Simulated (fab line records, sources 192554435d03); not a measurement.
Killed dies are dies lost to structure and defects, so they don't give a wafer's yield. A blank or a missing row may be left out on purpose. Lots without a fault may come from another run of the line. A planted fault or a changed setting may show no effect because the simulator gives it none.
Chamber matching | flow n5_finfet | N5_HKMG_FIN_ETCH_86 on rie_diel-04: 4 sister chambers
The step etches SOC in N2/H2, stops on TiN, target depth 393.2 nm. 4 wafers are shown with their chamber, then 8 later ones without.

WAFERS WITH THEIR CHAMBER
wafer  | chamber | showerhead_plenum_p_Torr (Torr)
L077.2 | 2       | 2.62
L077.6 | 1       | 2.51
L080.3 | 0       | 2.60
L084.1 | 3       | 2.58

WAFERS WITHOUT THEIR CHAMBER
wafer  | showerhead_plenum_p_Torr (Torr)
L084.2 | 2.50
L084.4 | 2.60
L088.1 | 2.59
L088.2 | 2.50
L088.3 | 2.57
L091.3 | 2.61
L091.4 | 2.59
L091.6 | 2.57

WHICH CHAMBER EACH WENT THROUGH
wafer  | from the rows above     | in truth
L084.2 | 1                       | 1
L084.4 | 0                       | 0
L088.1 | can't be placed: 3 or 0 | 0
L088.2 | 1                       | 1
L088.3 | 3                       | 3
L091.3 | can't be placed: 0 or 2 | 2
L091.4 | can't be placed: 3 or 0 | 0
L091.6 | 3                       | 3
Placed correctly: 5 of 8. Can't be placed from these rows: 3 (the true chamber is among the candidates in 3). Placed wrongly: 0.
How it was worked out, from the rows above alone: a wafer's distance from a chamber is the root of the sum, over the readings, of the square of ((its reading less the chamber's mean) divided by the reading's scatter). The wafer belongs to the nearest chamber; if the next one is less than 2 further off, it can't be placed. A chamber's mean is the mean of its shown wafers. The scatter: with one shown wafer a chamber, the root of the mean of the squares of how far each hidden wafer lies from its nearest shown one.
